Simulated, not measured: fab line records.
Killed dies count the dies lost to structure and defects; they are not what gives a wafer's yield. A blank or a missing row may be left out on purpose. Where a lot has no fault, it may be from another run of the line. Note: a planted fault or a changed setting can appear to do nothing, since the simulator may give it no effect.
Which tool did it?	flow nand-harc	14 lots with 42 wafers sampled at 6 steps, on a route of 1159 steps

== WHAT EACH GAUGE READ, for each wafer ==
NHARC_A_ZERO_WELL_CD_MEAS_10 targets a cd of 2000 nm. Usual: cd-nm reads 1999.7 nm (standard deviation 1.8).
lot	measured	on	cd-nm (nm)	flag
L560	day 6 15:34	cd-sem-01	2000.1 1998.8 1998.8	
L561	day 7 03:15	cd-sem-03	2002.4 1999.2 1997.9	
L563	day 7 12:47	cd-sem-02	2001.3 2000.1 2000.3	
L567	day 7 21:36	cd-sem-03	2000.5 1999.8 1999.4	
L565	day 7 22:01	cd-sem-03	2001.1 1998.5 2001.2	
L566	day 8 01:54	cd-sem-01	1999.6 2000.9 1997.8	
L568	day 8 15:10	cd-sem-03	1999.8 2000.1 1997.1	
L569	day 8 21:53	cd-sem-01	2000.6 1999.3 1999.4	
L570	day 8 23:07	cd-sem-03	2000.1 1996.6 1999.2	
L571	day 9 06:05	cd-sem-01	2000.9 2002.0 2000.9	
L575	day 10 06:46	cd-sem-02	2000.1 1999.7 1999.4	
L580	day 11 16:44	cd-sem-02	1997.8 1997.4 1999.6	
L581	day 11 21:08	cd-sem-02	1998.5 1997.0 1999.6	
L583	day 12 15:00	cd-sem-03	2000.2 1999.4 1997.2	

NHARC_A_ONON_D1_THK_MEAS_02: measures by ellipsometry. Usual: thk-nm reads 1001 nm (standard deviation 9.7).
lot	measured	on	thk-nm (nm)	flag
L560	day 7 13:14	film-metro-02	1005 1007 1006	
L561	day 8 09:17	film-metro-01	992 991 991	
L563	day 8 09:17	film-metro-02	991 993 991	
L567	day 9 00:06	film-metro-02	1018 1019 1019	
L565	day 9 00:05	film-metro-01	985 987 988	
L566	day 9 00:05	film-metro-02	1006 1005 1005	
L568	day 9 15:40	film-metro-01	1000 1004 1004	
L569	day 9 22:57	film-metro-01	995 994 994	
L570	day 9 22:56	film-metro-02	995 993 994	
L571	day 10 10:58	film-metro-02	977 975 975	
L575	day 11 05:22	film-metro-02	1711 1714 1711	OFF
L580	day 12 17:47	film-metro-01	1008 1010 1009	
L581	day 12 17:46	film-metro-01	1705 1705 1704	OFF
L583	day 13 17:04	film-metro-02	1003 1000 1002	

NHARC_END_SORT_01. Usual: killed-at-array 28, standard deviation 10; killed-at-other 0.5, standard deviation 0.82; killed-at-periphery 3.4, standard deviation 2.2; killed-dies 31, standard deviation 10; killed-open 3.4, standard deviation 1.9; killed-short 1.9, standard deviation 1.3.
lot	measured	on	killed-at-array	killed-at-other	killed-at-periphery	killed-dies	killed-open	killed-short	flag
L575	day 22 21:35	prober-01	673 676 673	0 0 0	4 1 4	677 677 677	6 3 7	1 3 1	OFF
L581	day 24 22:44	prober-02	674 671 673	1 3 2	2 3 2	677 677 677	3 2 5	2 3 1	OFF

== WHICH TOOL RAN EACH LOT (tool, then ch and the chambers of the sampled wafers, then the start) ==
lot	NHARC_P_BONDPAD_PRE_CLEAN_26	NHARC_P_BONDPAD_PVD_17	NHARC_A_ONON_D1_DEP_00
L560	pvd-sputter-01, day 6 15:34 or earlier	pvd-sputter-01, day 6 15:34 or earlier	pecvd-onon-04 ch 0, day 7 12:53
L561	pvd-sputter-01, day 7 03:15 or earlier	pvd-sputter-01, day 7 03:15 or earlier	pecvd-onon-02 ch 0, day 8 08:46
L563	pvd-sputter-03, day 7 12:47 or earlier	pvd-sputter-03, day 7 12:47 or earlier	pecvd-onon-04 ch 0, day 8 08:47
L567	pvd-sputter-02, day 7 21:36 or earlier	pvd-sputter-02, day 7 21:36 or earlier	pecvd-onon-02 ch 0, day 8 23:35
L565	pvd-sputter-03, day 7 22:01 or earlier	pvd-sputter-03, day 7 22:01 or earlier	pecvd-onon-04 ch 0, day 8 23:34
L566	pvd-sputter-02, day 8 01:54 or earlier	pvd-sputter-02, day 8 01:54 or earlier	pecvd-onon-03 ch 0, day 8 23:41
L568	pvd-sputter-01, day 8 15:10 or earlier	pvd-sputter-01, day 8 15:10 or earlier	pecvd-onon-03 ch 0, day 9 15:19
L569	pvd-sputter-03, day 8 21:53 or earlier	pvd-sputter-03, day 8 21:53 or earlier	pecvd-onon-03 ch 0, day 9 22:37
L570	pvd-sputter-01, day 8 23:07 or earlier	pvd-sputter-01, day 8 23:07 or earlier	pecvd-onon-02 ch 0, day 9 22:26
L571	pvd-sputter-01, day 9 06:05 or earlier	pvd-sputter-01, day 9 06:05 or earlier	pecvd-onon-03 ch 0, day 10 10:31
L575	pvd-sputter-03, day 10 06:46 or earlier	pvd-sputter-03, day 10 06:46 or earlier	pecvd-onon-02 ch 0, day 11 05:02
L580	pvd-sputter-03, day 11 16:44 or earlier	pvd-sputter-03, day 11 16:44 or earlier	pecvd-onon-03 ch 0, day 12 17:16
L581	pvd-sputter-01, day 11 21:08 or earlier	pvd-sputter-01, day 11 21:08 or earlier	pecvd-onon-02 ch 0, day 12 17:23
L583	pvd-sputter-02, day 12 15:00 or earlier	pvd-sputter-02, day 12 15:00 or earlier	pecvd-onon-03 ch 0, day 13 16:33
- NHARC_P_BONDPAD_PRE_CLEAN_26: time 30 s.
- NHARC_P_BONDPAD_PVD_17: deposits TaN, target thk 5 nm, time 8.06 s.
- NHARC_A_ONON_D1_DEP_00: target thk 1000 nm.

== AS READ BY THE TOOLS THEMSELVES (means over the sampled wafers that have a number; for cases with no such wafer, the mark the record gives instead) ==
NHARC_P_BONDPAD_PRE_CLEAN_26. Usual: heater-power-w reads 400 W (standard deviation 51).
lot	tool	heater-power-w (W)	flag
L560	pvd-sputter-01	357	
L561	pvd-sputter-01	355	
L563	pvd-sputter-03	409	
L567	pvd-sputter-02	451	
L565	pvd-sputter-03	385	
L566	pvd-sputter-02	435	
L568	pvd-sputter-01	341	
L569	pvd-sputter-03	395	
L570	pvd-sputter-01	349	
L571	pvd-sputter-01	395	
L575	pvd-sputter-03	423	
L580	pvd-sputter-03	381	
L581	pvd-sputter-01	381	
L583	pvd-sputter-02	453	

NHARC_P_BONDPAD_PVD_17. Usual: throttle-valve-pct reads 30.1 % (standard deviation 0.89).
lot	tool	throttle-valve-pct (%)	flag
L560	pvd-sputter-01	31.2	
L561	pvd-sputter-01	30.7	
L563	pvd-sputter-03	30.1	
L567	pvd-sputter-02	29.9	
L565	pvd-sputter-03	30.1	
L566	pvd-sputter-02	29.7	
L568	pvd-sputter-01	30.6	
L569	pvd-sputter-03	29.5	
L570	pvd-sputter-01	30.6	
L571	pvd-sputter-01	29.8	
L575	pvd-sputter-03	29.6	
L580	pvd-sputter-03	29.3	
L581	pvd-sputter-01	29.8	
L583	pvd-sputter-02	30.2	

== THE ANSWER, worked out from the rows above alone ==
Rule: a lot counts as off when the mean over its wafers that have a number is more than 3 standard deviations away from the usual mean. A lot without any number at a reading at which 4 lots or more have one is off too. All remaining lots with rows at the step are treated as sound. Order of review: gauges by route order, followed by the tools' own readings, for which a lot's mean as printed above is used. The first step at which some lot is off is used, and at that step the reading that is off furthest; a lot without a number counts as furthest.
Off, at NHARC_A_ONON_D1_THK_MEAS_02 on thk-nm: L575, L581.
If a tool, at a process step before that reading, ran all the lots that are off and no sound lot after the first of them, it fits. The gauges at NHARC_A_ONON_D1_THK_MEAS_02 aren't tried: what is off there is off at NHARC_END_SORT_01 too, on other tools, and a gauge's error can't cause that. With no start given for some of its lots, NHARC_P_BONDPAD_PRE_CLEAN_26 uses the hours and lot order of NHARC_A_ZERO_WELL_CD_MEAS_10. With no start given for some of its lots, NHARC_P_BONDPAD_PVD_17 uses the hours and lot order of NHARC_A_ZERO_WELL_CD_MEAS_10. One fits: pecvd-onon-02 at NHARC_A_ONON_D1_DEP_00. A fault onset in the window from L570 (day 9 22:26, its last sound lot) to L575 (day 11 05:02, its first lot off) fits.

== WHAT HAD BEEN PUT IN BY THE SIMULATOR ==
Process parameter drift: pecvd-onon-02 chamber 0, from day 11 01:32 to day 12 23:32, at NHARC_A_ONON_D1_DEP_00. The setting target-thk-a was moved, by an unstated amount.
Lots struck among those shown: L575, L581. Same finding as the rule above.
